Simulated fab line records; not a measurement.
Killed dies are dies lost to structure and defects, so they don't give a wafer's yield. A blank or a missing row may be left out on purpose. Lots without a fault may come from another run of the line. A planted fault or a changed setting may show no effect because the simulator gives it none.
A struck lot beside a sound one -- flow n5_finfet -- 16 steps out of a route of 1938
Sound: these wafers, L912.1, L912.3, L912.4. Struck: wafers L923.4, L923.6 (left out: L923.1, a lot-mate that was not struck); the cause follows at the end.
Order at every step that has rows: each side's tool, ch and its chambers, its first start. Under that, the readings that differ: sound wafers -- struck wafers -- difference of the means -- sigmas: that difference in standard deviations of wafers without a fault.
alike: same words and numbers on both sides, and readings whose means sit less than 2 such deviations apart. not compared: any withheld reading, any reading some wafer has no value for, any bound like >300 that may hide the same value, and any number with overlapping values for which the record gives no deviation.
Wherever a step has rows on one side only, a row that says differs or no value, or a row with sigmas, the two part there. Non-overlapping numbers with no deviation appear without sigmas and do not part them. A reading missing from all wafers of one side parts the sides only when that side holds two or more wafers.

first, 6 steps without rows for these wafers: N5_BEOL_M4_COAT_22 (resist thk 30 nm); N5_BEOL_M4_EBR_24; N5_BEOL_M4_SOFTBAKE_23 (time 60 s); N5_BEOL_M4_EXPOSE_25 (exposes mask V3, defocus 5 nm); N5_BEOL_M4_PEB_26 (peb time 60 s); N5_BEOL_M4_DEVELOP_27 (develop time 30 s).
N5_BEOL_M4_CD_MEAS_28: target cd 26.2 nm, target cd y 24.1 nm.
  sound on cd_sem-01 ch 0, day 8 05:42; struck on cd_sem-02 ch 0, day 11 15:06
  alike: cd_nm
N5_BEOL_M4_OVL_MEAS_29:
  sound on overlay-01 ch 0, day 8 05:44; struck on overlay-01 ch 0, day 11 15:08
  alike: V3_OVL
N5_BEOL_M4_INSPECT_30: inspects for defects (brightfield).
  sound on defect_inspect-01 at day 8 05:47; struck on defect_inspect-02 at day 11 15:11
  alike: raw_defect_count
N5_BEOL_M4_DESCUM_33: chemistry O2, time 7 s.
  sound on rie_diel-02 ch 1,2,3, day 8 05:56; struck on rie_diel-06 ch 2,3, day 11 15:33
reading,sound,struck,difference,sigmas
rf_hours_counter_h (h),194 181 184,- -,no value on the struck wafers,
  alike: drypump_motor_current_A, oes_product_au, rf_vpp_V, showerhead_plenum_p_Torr, throttle_valve_pct
N5_BEOL_M4_ETCH_77: etches underlayer in N2/H2, target depth 6.5 nm, time 5.2 s.
  sound on rie_diel-02 ch 1,2,3, day 8 05:58; struck on rie_diel-06 ch 2,3, day 11 15:35
reading,sound,struck,difference,sigmas
rf_hours_counter_h (h),194 181 184,- -,no value on the struck wafers,
  alike: drypump_motor_current_A, etch_rf_on_time_s, oes_product_au, rf_vpp_V, showerhead_plenum_p_Torr, throttle_valve_pct
N5_BEOL_M4_ETCH_69: etches SiARC in CF4, target depth 15.6 nm, time 26 s.
  sound on rie_diel-02 ch 1,2,3, day 8 05:59; struck on rie_diel-06 ch 2,3, day 11 15:36
reading,sound,struck,difference,sigmas
rf_hours_counter_h (h),194 181 184,- -,no value on the struck wafers,
  alike: cf4_flow_sccm, drypump_motor_current_A, etch_rf_on_time_s, oes_product_au, rf_vpp_V, showerhead_plenum_p_Torr, throttle_valve_pct
N5_BEOL_M4_ALD_98: deposits SiO2, target thk 2.5 nm, pulse time 1 s, co reactant pulse time 1 s.
  sound on ald_sin-02 ch 0,1,3, day 8 06:04; struck on ald_sin-02 ch 2, day 11 15:41
reading,sound,struck,difference,sigmas
susceptor_temp_C (C),99.88 99.94 99.88,95.24 95.19,-4.68,-39
  alike: heater_power_outer_w, heater_power_w, precursor_pulse_height_rel
N5_BEOL_M4_ETCHBACK_99: etches SiO2 in CHF3, target depth 5 nm, time 10.4 s.
  sound on rie_diel-05 ch 0,1,3, day 8 08:48; struck on rie_diel-02 ch 2,3, day 11 17:01
reading,sound,struck,difference,sigmas
throttle_valve_pct (%),16.84 17.17 16.88,17.65 17.55,+0.64,+2
  alike: drypump_motor_current_A, oes_product_au, rf_vpp_V, showerhead_plenum_p_Torr
  not compared: rf_hours_counter_h
N5_BEOL_M4_RC_MEAS_101:
  sound on prober-02 ch 0, day 8 14:03; struck on prober-02 ch 0, day 11 21:25
reading,sound,struck,difference,sigmas
IOFF_P (nA/um),0.141 0.159 0.137,0.216 0.183,+0.054,+2
ION_N (uA/um),656 660 650,679 678,+23,+2
ION_P (uA/um),448 445 440,461 469,+21,+3
VT_N (mV),256.6 257.2 257.9,249.0 250.8,-7.3,-3
VT_P (mV),-257.9 -259.5 -257.8,-251.8 -252.8,+6.1,+2
  alike: DIBL_N, DIBL_P, IOFF_N, SS_N, SS_P
-- the record jumps here: 4 days lie between the struck wafers' starts before and after (it left off in module BEOL_M4 and takes up again in module PASSIVATION, whose first step shown is number 1936 of the route) --
N5_PASSIVATION_PROBE_49:
  rows exist in the record for the struck wafers here (prober-01, day 16 04:19), but not for the sound ones

== WHERE THEY PART ==
Last at N5_PASSIVATION_PROBE_49 as far as this record goes, first at N5_BEOL_M4_DESCUM_33.

WHY: what the simulator had put in
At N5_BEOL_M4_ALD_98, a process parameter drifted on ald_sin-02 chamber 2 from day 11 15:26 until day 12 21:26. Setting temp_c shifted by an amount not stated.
